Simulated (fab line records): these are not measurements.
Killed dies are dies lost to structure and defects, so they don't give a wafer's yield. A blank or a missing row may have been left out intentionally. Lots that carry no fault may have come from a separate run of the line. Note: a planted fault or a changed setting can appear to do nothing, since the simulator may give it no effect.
One fault seen from 2 desks    flow n5-finfet    only its own numbers are on each desk; what lay behind them is given at the end

== FOR THE TOOL OWNER'S DESK: rie-diel-04 ==
The tool's own readings at N5_FIN_SAQP_ETCH_57 (etches SiNx in CH3F/O2, target depth 32.5 nm, time 46.4 s): means of the sampled wafers that have a number, for each lot that ran on this tool. Any lot whose mean is over 4 standard deviations away from the usual mean is out of limits and marked OUT; that distance is given in the brackets.
Columns: A = drypump-motor-current-A at N5_FIN_SAQP_ETCH_57, usual 5.6 A; B = etch-rf-on-time-s at N5_FIN_SAQP_ETCH_57, usual 46.7 s; C = oes_ar_750_au at N5_FIN_SAQP_ETCH_57, usual 0.78 a.u.; D = oes-product-au at N5_FIN_SAQP_ETCH_57, usual 0.66 a.u.; E = rf-vpp-V at N5_FIN_SAQP_ETCH_57, usual 294 V; F = showerhead-plenum-p-Torr at N5_FIN_SAQP_ETCH_57, usual 1.98 Torr; G = throttle-valve-pct at N5_FIN_SAQP_ETCH_57, usual 16.37 %
lot   first seen here  A    B                C     D     E    F     G
L732  day 2 02:52      5.6  44.9             0.81  0.69  291  2.00  16.43
L734  day 2 14:04      5.5  46.0             0.80  0.68  290  1.97  16.43
L746  day 5 11:47      5.8  61.1 (+11) OUT   0.76  0.56  288  1.97  16.37
L747  day 5 18:58      5.4  59.8 (+10) OUT   0.76  0.57  288  1.95  16.54
L750  day 6 13:44      5.9  58.3 (+8.9) OUT  0.76  0.55  289  2.00  16.40
This desk finds L746, L747, L750 out of limits, L746 being first, at day 5 11:47 (etch-rf-on-time-s at N5_FIN_SAQP_ETCH_57). L732, L734 stayed within limits.

== AT THE METROLOGY DESK ==
What the gauges read, lot by lot, whatever tool the lot ran on: means of the sampled wafers that have a number. Any lot whose mean is over 4 standard deviations away from the usual mean is out of limits and marked OUT; that distance is given in the brackets. It has 10 readings; the 7 that lie furthest out on some lot are the ones shown.
Columns: A = DIBL_N at N5_BEOL_M4_RC_MEAS_101, usual 37.3 mV/V; B = IOFF_N at N5_BEOL_M4_RC_MEAS_101, usual 0.18 nA/um; C = IOFF_P at N5_BEOL_M4_RC_MEAS_101, usual 0.25 nA/um; D = SS_N at N5_BEOL_M4_RC_MEAS_101, usual 71.8 mV/dec; E = SS_P at N5_BEOL_M4_RC_MEAS_101, usual 73.6 mV/dec; F = VT_N at N5_BEOL_M4_RC_MEAS_101, usual 248 mV; G = VT_P at N5_BEOL_M4_RC_MEAS_101, usual -248 mV
lot   first seen here  A     B     C     D     E     F    G
L732  day 7 19:43      39.6  0.22  0.30  71.8  73.6  245  -244
L735  day 8 21:13      34.8  0.13  0.19  71.5  72.1  253  -251
L734  day 8 21:56      34.5  0.14  0.21  71.0  73.2  251  -248
L743  day 10 20:28     38.2  0.21  0.24  72.1  73.8  245  -250
L746  day 11 02:22     37.2  0.16  0.24  72.2  73.9  250  -251
L747  day 11 22:19     37.8  0.20  0.25  71.4  73.7  245  -247
L750  day 12 10:14     37.9  0.18  0.22  71.9  73.4  247  -251
L755  day 13 13:46     36.7  0.17  0.26  71.3  73.1  248  -245
Finding of this desk: none of the 8 lots has anything out of limits.

== TAKEN TOGETHER ==
On L746, L747, L750, at day 5 11:47, an alarm was possible from the tool owner's desk.
At the metrology desk, nothing out of limits was observed.
The metrology desk holds a record of L746, L747, L750, inside its limits.
On rie-diel-04, each named lot ran N5_FIN_SAQP_ETCH_57.

== WHAT THE SIMULATOR HAD PUT IN ==
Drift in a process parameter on rie-diel-04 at N5_FIN_SAQP_ETCH_57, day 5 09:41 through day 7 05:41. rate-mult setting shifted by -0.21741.
Struck lots among those shown: L746, L747, L750.
Hours from the fault's start to each desk's first reading out of limits: the tool owner's desk, 2.
